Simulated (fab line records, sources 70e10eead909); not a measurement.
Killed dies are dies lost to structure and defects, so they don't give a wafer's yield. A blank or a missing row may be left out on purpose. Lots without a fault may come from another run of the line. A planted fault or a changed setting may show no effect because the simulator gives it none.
Chamber matching | flow nand_harc | NHARC_P_M1_ETCH_35 on rie_diel-03: 4 sister chambers
The step etches the open film in N2/H2, target depth 40 nm, overetch 12 nm, time 43.94 s. 4 wafers are shown with their chamber, then 7 later ones without.

WAFERS WITH THEIR CHAMBER
wafer  | chamber | drypump_motor_current_A (A)
L566.2 | 1       | 6.1
L566.5 | 3       | 5.5
L569.2 | 2       | 5.3
L569.3 | 0       | 6.3

WAFERS WITHOUT THEIR CHAMBER
wafer  | drypump_motor_current_A (A)
L569.5 | 5.3
L574.1 | 6.3
L574.3 | 6.1
L574.4 | 5.4
L580.1 | 6.2
L580.4 | 5.5
L580.5 | 5.3

WHICH CHAMBER EACH WENT THROUGH
wafer  | from the rows above     | in truth
L569.5 | 2                       | 2
L574.1 | 0                       | 0
L574.3 | 1                       | 1
L574.4 | can't be placed: 3 or 2 | 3
L580.1 | can't be placed: 0 or 1 | 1
L580.4 | 3                       | 3
L580.5 | 2                       | 2
Placed correctly: 5 of 7. Can't be placed from these rows: 2 (the true chamber is among the candidates in 2). Placed wrongly: 0.
How it was worked out, from the rows above alone: a wafer's distance from a chamber is the root of the sum, over the readings, of the square of ((its reading less the chamber's mean) divided by the reading's scatter). The wafer belongs to the nearest chamber; if the next one is less than 2 further off, it can't be placed. A chamber's mean is the mean of its shown wafers. The scatter: with one shown wafer a chamber, the root of the mean of the squares of how far each hidden wafer lies from its nearest shown one.
